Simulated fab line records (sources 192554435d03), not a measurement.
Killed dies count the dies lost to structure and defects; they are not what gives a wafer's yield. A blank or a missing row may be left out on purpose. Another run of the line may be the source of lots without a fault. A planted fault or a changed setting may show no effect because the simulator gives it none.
A struck lot beside a sound one	flow n5 finfet	19 out of 1938 route steps
Sound: these wafers, L850.3, L850.5, L850.6. Struck: wafer L860.1 (left out: L860.4, a lot-mate that was not struck); the cause follows at the end.
Each step with rows lists, per side, the tool, then ch with its chambers, then its first start. Under that, the readings that differ: sound wafers	struck wafers	difference of the means	sigmas: that difference in standard deviations of wafers without a fault.
alike: readings whose means differ by less than 2 such deviations, and words and numbers that are the same on both sides. not compared: withheld readings, readings that some wafer has no value for, bounds like >300 that may hide the same value, and numbers for which the record gives no deviation and whose values overlap.
Wherever a step has rows on one side only, a row that says differs or no value, or a row with sigmas, the two part there. Numbers that have no deviation but don't overlap get no sigmas and don't part them. A reading missing from all wafers of one side parts the sides only when that side holds two or more wafers.

N5_PASSIVATION_AL_ETCH_33: etches Al in Cl2/BCl3, stops on TaN, target depth 2800 nm, time 466.7 s.
  sound on rie metal-03 ch 0,1, day 12 23:58; struck on rie metal-03 ch 0, day 15 01:28
reading	sound	struck	difference	sigmas
rf hours counter h (h)	- - -	38	no value on the sound wafers	
  alike: bias w, drypump motor current A, oes product au, throttle valve pct
N5_PASSIVATION_ETCH_59: etches TaN in Cl2/BCl3, target depth 65 nm, time 34.9 s.
  sound on rie metal-03 ch 0,1, day 13 00:16; struck on rie metal-03 ch 0, day 15 01:52
reading	sound	struck	difference	sigmas
rf hours counter h (h)	- - -	39	no value on the sound wafers	
  alike: bias w, drypump motor current A, oes product au, throttle valve pct
N5_PASSIVATION_STRIP_34: strips in O2.
  sound on rie diel-04 ch 0,1,3, day 13 00:20; struck on rie diel-04 ch 0, day 15 01:59
reading	sound	struck	difference	sigmas
rf vpp V (V)	2.2 4.8 2.8	6.5	+3.2	+2
  alike: drypump motor current A, oes product au, showerhead plenum p Torr, throttle valve pct
  not compared: rf hours counter h
then, 4 steps without rows for these wafers: N5_PASSIVATION_STRIP_51 (strips in post etch residue remover, time 1200 s); N5_PASSIVATION_CLEAN_69 (cleans in IPA, time 180 s); N5_PASSIVATION_SRD_70 (time 30 s); N5_PASSIVATION_PECVD_53 (deposits SiO2 from TEOS/O2, target thk 800 nm, time 169.4 s).
N5_PASSIVATION_PECVD_35: deposits SiNx from SiH4/NH3/N2, target thk 700 nm, time 151.3 s.
  sound on pecvd-04 ch 0,1, day 13 00:58; struck on pecvd-04 ch 2, day 15 02:35
reading	sound	struck	difference	sigmas
throttle valve pct (%)	32.9 30.4 33.0	27.2	-4.9	-3
  alike: heater power w, showerhead plenum p Torr
then, 4 steps without rows for these wafers: N5_PASSIVATION_HMDS_37 (time 60 s); N5_PASSIVATION_COAT_38; N5_PASSIVATION_EBR_40; N5_PASSIVATION_SOFTBAKE_39 (time 120 s).
N5_PASSIVATION_EXPOSE_41: exposes mask PASS OPEN, defocus 0 nm, target cd 40000 nm.
  sound on krf scanner-01 ch 0, day 13 01:21; struck on krf scanner-01 ch 0, day 15 02:52
  alike: mask, stage vel mm s
then, 3 steps without rows for these wafers: N5_PASSIVATION_PEB_42; N5_PASSIVATION_DEVELOP_43 (develop time 60 s); N5_PASSIVATION_HARDBAKE_45 (time 120 s).
N5_PASSIVATION_CD_MEAS_44: target cd 40000 nm.
  sound on cd sem-02 ch 0, day 13 01:31; struck on cd sem-01 ch 0, day 15 03:03
reading	sound	struck	difference	sigmas
cd nm (nm)	40004 40001 40003	40057	+54	+19
N5_PASSIVATION_OVL_MEAS_66:
  sound on overlay-02 ch 0, day 13 01:32; struck on overlay-01 ch 0, day 15 03:05
  alike: PASS_OPEN_OVL
N5_PASSIVATION_PROBE_49:
  sound: prober-02 at day 13 04:57; struck: prober-02 at day 15 06:41
  alike: defect limited yield, killed_at_M0_to_M3, killed_at_M4_up, killed at contacts, killed at front end, killed at other, killed dies, killed open, killed short, sort_bin_5_function, sort_bin_6_memory, sort n pass, sort yield pct

WHERE THEY PART
At N5_PASSIVATION_AL_ETCH_33 first; at N5_PASSIVATION_CD_MEAS_44 last (within this record only). Later steps at which nothing parts them and some readings are alike: N5_PASSIVATION_OVL_MEAS_66, N5_PASSIVATION_PROBE_49.

WHY: what the simulator had put in
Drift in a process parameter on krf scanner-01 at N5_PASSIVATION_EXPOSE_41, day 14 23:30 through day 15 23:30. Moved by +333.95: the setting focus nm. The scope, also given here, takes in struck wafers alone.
